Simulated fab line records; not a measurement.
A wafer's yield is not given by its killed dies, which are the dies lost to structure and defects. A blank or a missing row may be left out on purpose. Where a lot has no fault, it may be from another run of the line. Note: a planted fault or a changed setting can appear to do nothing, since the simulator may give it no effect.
Which tool is to blame?	flow nand-harc	12 lots, 36 wafers sampled, at 6 steps of a route of 1159

WHAT EACH GAUGE READ, for each wafer
NHARC_A_SOURCE_PLATE_INSPECT_08. Usual: raw-defect-count reads 60 (standard deviation 24).
lot	measured	on	raw-defect-count	flag
L490	day 7 12:39	defect-inspect-02	109 104 121	
L492	day 8 08:43	defect-inspect-02	48 46 47	
L493	day 8 08:43	defect-inspect-01	122 35 53	
L499	day 9 22:22	defect-inspect-02	28 51 87	
L504	day 10 16:52	defect-inspect-01	110 57 50	
L502	day 10 22:10	defect-inspect-02	52 104 85	
L506	day 11 04:47	defect-inspect-02	46 42 41	
L505	day 11 04:47	defect-inspect-01	42 40 37	
L510	day 12 17:12	defect-inspect-02	79 41 36	
L511	day 12 17:12	defect-inspect-01	67 28 25	
L512	day 12 17:12	defect-inspect-01	68 46 58	
L513	day 13 16:29	defect-inspect-01	30 54 29	

NHARC_A_ONON_D1_THK_MEAS_34: measures by ellipsometry. Usual: thk-nm reads 199.4 nm (standard deviation 2.7).
lot	measured	on	thk-nm (nm)	flag
L490	day 8 01:21	film-metro-02	203.8 198.5 203.5	
L492	day 8 21:28	film-metro-02	199.6 203.5 200.9	
L493	day 8 21:27	film-metro-01	200.8 197.4 198.4	
L499	day 10 11:47	film-metro-02	291.7 294.0 292.9 291.5 292.0 293.5	OFF
L504	day 11 10:36	film-metro-02	194.8 196.5 201.0	
L502	day 11 10:46	film-metro-02	283.7 286.2 291.4 287.8 286.4 291.8	OFF
L506	day 11 18:02	film-metro-01	196.8 200.3 198.9	
L505	day 11 18:01	film-metro-02	200.8 199.3 199.7	
L510	day 13 05:56	film-metro-01	196.4 198.1 200.8	
L511	day 13 06:40	film-metro-01	197.1 200.2 199.3	
L512	day 13 06:23	film-metro-01	194.2 199.1 199.0	
L513	day 14 05:21	film-metro-01	200.4 199.1 204.0	

NHARC_END_SORT_01. Usual: killed-at-array 28, standard deviation 10; killed-at-other 0.5, standard deviation 0.82; killed-at-periphery 3.4, standard deviation 2.2; killed-dies 31, standard deviation 10; killed-open 3.4, standard deviation 1.9; killed-short 1.9, standard deviation 1.3.
lot	measured	on	killed-at-array	killed-at-other	killed-at-periphery	killed-dies	killed-open	killed-short	flag
L502	day 24 04:48	prober-02	36 34	0 0	4 3	40 37	7 7	2 3	

WHICH TOOL RAN EACH LOT (tool, then ch and the chambers of the sampled wafers, then the start)
lot	NHARC_A_ONON_D1_DEP_33	NHARC_A_CHANNEL_HOLE_D1_DEP_00	NHARC_A_CHANNEL_HOLE_D1_ETCH_39
L490	pecvd-01 ch 0,1,2, day 8 01:04	acl-dep-03 ch 0, day 8 03:00	rie-diel-13 ch 1,2,3, no start
L492	pecvd-02 ch 0,2, day 8 21:08	acl-dep-01 ch 0, day 8 22:14	rie-diel-01 ch 0,1, no start
L493	pecvd-01 ch 0,1,2, day 8 21:05	acl-dep-02 ch 0, day 8 21:35	rie-diel-13 ch 0,2,3, no start
L499	pecvd-01 ch 0,1,2, day 10 11:30	acl-dep-02 ch 0, day 10 19:29	rie-diel-13 ch 0,1,2, no start
L504	pecvd-03 ch 1,2, day 11 10:11	acl-dep-01 ch 0, day 11 11:23	rie-diel-01 ch 0,2, no start
L502	pecvd-01 ch 0,1,2, day 11 10:24	acl-dep-02 ch 0, day 11 19:19	rie-diel-11 ch 0,2, day 24 04:48 or earlier
L506	pecvd-02 ch 0,1,2, day 11 17:38	acl-dep-02 ch 0, day 11 19:19	rie-diel-11 ch 0,1, no start
L505	pecvd-03 ch 0,1,2, day 11 17:43	acl-dep-01 ch 0, day 11 19:07	rie-diel-01 ch 0,2,3, no start
L510	pecvd-02 ch 0,1, day 13 05:31	acl-dep-03 ch 0, day 13 06:58	rie-diel-01 ch 1,3, day 13 10:02
L511	pecvd-02 ch 0,1,2, day 13 06:17	acl-dep-02 ch 0, day 13 09:39	rie-diel-11 ch 0,1,3, no start
L512	pecvd-02 ch 0,2, day 13 05:58	acl-dep-03 ch 0, day 13 08:50	rie-diel-13 ch 0,2,3, no start
L513	pecvd-03 ch 0,2, day 14 04:56	acl-dep-02 ch 0, day 14 05:31	rie-diel-13 ch 0,1,3, no start
- NHARC_A_ONON_D1_DEP_33: deposits SiO2, target thk 200 nm.
- NHARC_A_CHANNEL_HOLE_D1_DEP_00: deposits aC, target thk 3100 nm.
- NHARC_A_CHANNEL_HOLE_D1_ETCH_39: etches the open film in N2/H2, target depth 260 nm, time 325 s.

AS READ BY THE TOOLS THEMSELVES (means over the sampled wafers that have a number; for cases with no such wafer, the mark the record gives instead)
NHARC_A_ONON_D1_DEP_33. Usual: heater-power-w 515 W, standard deviation 77; mfc-precursor-sccm 161.4 sccm, standard deviation 0.45; throttle-valve-pct 15.8 %, standard deviation 0.43.
lot	tool	heater-power-w (W)	mfc-precursor-sccm (sccm)	throttle-valve-pct (%)	flag
L490	pecvd-01	514	161.7	16.3	
L492	pecvd-02	500	161.9	15.4	
L493	pecvd-01	549	161.3	16.2	
L499	pecvd-01	572	235.0	17.2	OFF
L504	pecvd-03	635	161.2	15.7	
L502	pecvd-01	513	235.3	16.7	OFF
L506	pecvd-02	510	161.2	15.6	
L505	pecvd-03	580	161.8	15.8	
L510	pecvd-02	497	161.8	15.8	
L511	pecvd-02	449	160.9	15.5	
L512	pecvd-02	411	161.3	15.6	
L513	pecvd-03	608	161.1	15.5	

NHARC_A_CHANNEL_HOLE_D1_DEP_00. Usual: throttle-valve-pct reads 35.001 % (standard deviation 0.0091).
lot	tool	throttle-valve-pct (%)	flag
L490	acl-dep-03	35.000	
L492	acl-dep-01	35.003	
L493	acl-dep-02	35.000	
L499	acl-dep-02	34.999	
L504	acl-dep-01	34.996	
L502	acl-dep-02	35.001	
L506	acl-dep-02	34.998	
L505	acl-dep-01	35.000	
L510	acl-dep-03	35.003	
L511	acl-dep-02	34.993	
L512	acl-dep-03	35.005	
L513	acl-dep-02	35.000	

NHARC_A_CHANNEL_HOLE_D1_ETCH_39. Usual: drypump-motor-current-A 5.5 A, standard deviation 0.46; oes-product-au 1.001 a.u., standard deviation 0.011; rf-vpp-V 431.5 V, standard deviation 2.1; showerhead-plenum-p-Torr 2.08 Torr, standard deviation 0.071; throttle-valve-pct 14.171 %, standard deviation 0.0095.
lot	tool	drypump-motor-current-A (A)	oes-product-au (a.u.)	rf-vpp-V (V)	showerhead-plenum-p-Torr (Torr)	throttle-valve-pct (%)	flag
L490	rie-diel-13	5.7	0.997	431.6	2.08	14.168	
L492	rie-diel-01	5.6	0.988	430.3	2.03	14.169	
L493	rie-diel-13	5.4	0.997	432.7	2.09	14.164	
L499	rie-diel-13	5.4	0.996	432.8	2.12	14.165	
L504	rie-diel-01	5.2	0.993	431.6	2.07	14.172	
L502	rie-diel-11	5.0	1.003	429.4	2.03	14.165	
L506	rie-diel-11	5.7	1.010	432.4	2.11	14.178	
L505	rie-diel-01	5.2	0.997	430.3	2.03	14.176	
L510	rie-diel-01	6.1	0.998	432.3	2.06	14.183	
L511	rie-diel-11	5.6	1.011	432.5	2.10	14.172	
L512	rie-diel-13	5.4	0.997	432.9	2.09	14.164	
L513	rie-diel-13	5.5	0.998	431.4	2.08	14.163	

THE ANSWER, worked out from the rows above alone
Rule: take the mean of a lot's wafers that have a number; if it is more than 3 standard deviations from the usual mean, the lot is off. A lot without any number at a reading at which 4 lots or more have one is off too. All remaining lots with rows at the step are treated as sound. The gauges are gone through in route order, then the tools' own readings, and for those a lot's mean is taken as printed above. The first step at which some lot is off is used, and at that step the reading that is off furthest; a lot without a number counts as furthest.
Off at NHARC_A_ONON_D1_THK_MEAS_34 (thk-nm): L499, L502.
A tool fits if, at a process step before that reading, it ran every lot that is off, and no sound lot after the first of them. Not tried: the gauges at NHARC_A_ONON_D1_THK_MEAS_34; whatever is off there is also off at NHARC_A_ONON_D1_DEP_33, on other tools, and gauge error can't account for it. One candidate fits, namely pecvd-01 at NHARC_A_ONON_D1_DEP_33. A fault onset in the window from L493 (day 8 21:05, its last sound lot) to L499 (day 10 11:30, its first lot off) fits.
On the lots that are off, the tool's own readings at NHARC_A_ONON_D1_DEP_33 differ by more than 5 times the standard deviation of the sound lots' means, which bears it out; mfc-precursor-sccm reads 235.2 sccm there versus 161.4 sccm on the sound lots.

WHAT WAS PUT IN BY THE SIMULATOR
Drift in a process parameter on pecvd-01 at NHARC_A_ONON_D1_DEP_33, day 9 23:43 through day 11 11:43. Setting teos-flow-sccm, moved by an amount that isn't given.
Lots struck among those shown: L499, L502. The rule given above showed the same thing.
